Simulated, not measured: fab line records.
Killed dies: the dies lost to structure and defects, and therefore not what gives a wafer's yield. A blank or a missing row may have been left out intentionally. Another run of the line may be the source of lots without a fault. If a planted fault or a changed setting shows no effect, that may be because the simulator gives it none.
Matching of chambers | flow nand-harc | NHARC_A_M0_DESCUM_14 on rie-diel-02 has 4 sister chambers
The step chemistry O2, time 3 s. 14 wafers are shown with their chamber, then 7 later ones without.

## EACH WAFER AND ITS CHAMBER
wafer  | chamber | drypump-motor-current-A (A) | rf-vpp-V (V) | throttle-valve-pct (%)
L300.1 | 1       | 5.6                         | 59.9         | 11.305
L300.2 | 2       | 5.9                         | 56.2         | 11.316
L300.5 | 3       | 5.2                         | 58.6         | 11.303
L303.2 | 2       | 5.9                         | 57.0         | 11.318
L303.5 | 0       | 5.5                         | 59.6         | 11.330
L303.6 | 3       | 5.1                         | 57.6         | 11.308
L302.1 | 2       | 5.9                         | 57.4         | 11.299
L302.4 | 1       | 5.6                         | 57.9         | 11.314
L302.5 | 2       | 6.0                         | 56.8         | 11.305
L315.1 | 1       | 5.6                         | 58.8         | 11.318
L315.4 | 0       | 5.5                         | 59.3         | 11.311
L315.6 | 3       | 5.1                         | 57.8         | 11.314
L313.1 | 2       | 5.9                         | 56.3         | 11.301
L313.4 | 1       | 5.6                         | 58.1         | 11.306

SIGNATURES, as means of the wafers listed above
reading                 | chamber 0 | chamber 1 | chamber 2 | chamber 3 | scatter within a chamber
drypump-motor-current-A | 5.500     | 5.600     | 5.920     | 5.133     | 0.0383
rf-vpp-V                | 59.450    | 58.675    | 56.740    | 58.000    | 0.636
throttle-valve-pct      | 11.32050  | 11.31075  | 11.30780  | 11.30833  | 0.00814
Rule: distance of a wafer from a chamber = root of the sum over the readings of ((wafer's reading minus chamber's mean) / reading's scatter) squared. The wafer belongs to the nearest chamber; if the next one is less than 2 further off, it can't be placed. The scatter: the root of (the sum of the squares of (reading less its chamber's mean) over the shown wafers, divided by (wafers less chambers)).

## WAFERS MISSING THEIR CHAMBER
wafer  | drypump-motor-current-A (A) | rf-vpp-V (V) | throttle-valve-pct (%)
L313.6 | 5.9                         | 58.6         | 11.332
L316.1 | 5.5                         | 58.9         | 11.322
L316.4 | 5.6                         | 57.3         | 11.297
L316.5 | 5.1                         | 57.3         | 11.286
L317.1 | 5.1                         | 57.4         | 11.313
L317.4 | 5.5                         | 59.0         | 11.308
L317.6 | 5.1                         | 58.2         | 11.299

## WHICH CHAMBER EACH WENT THROUGH
wafer  | from the rows above     | in truth
L313.6 | 2                       | 2
L316.1 | 0                       | 0
L316.4 | 1                       | 1
L316.5 | 3                       | 3
L317.1 | 3                       | 3
L317.4 | can't be placed: 0 or 1 | 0
L317.6 | 3                       | 3
6 of 7 placed correctly. Can't be placed from these rows: 1 (the true chamber is among the candidates in 1). Number placed wrongly: 0.
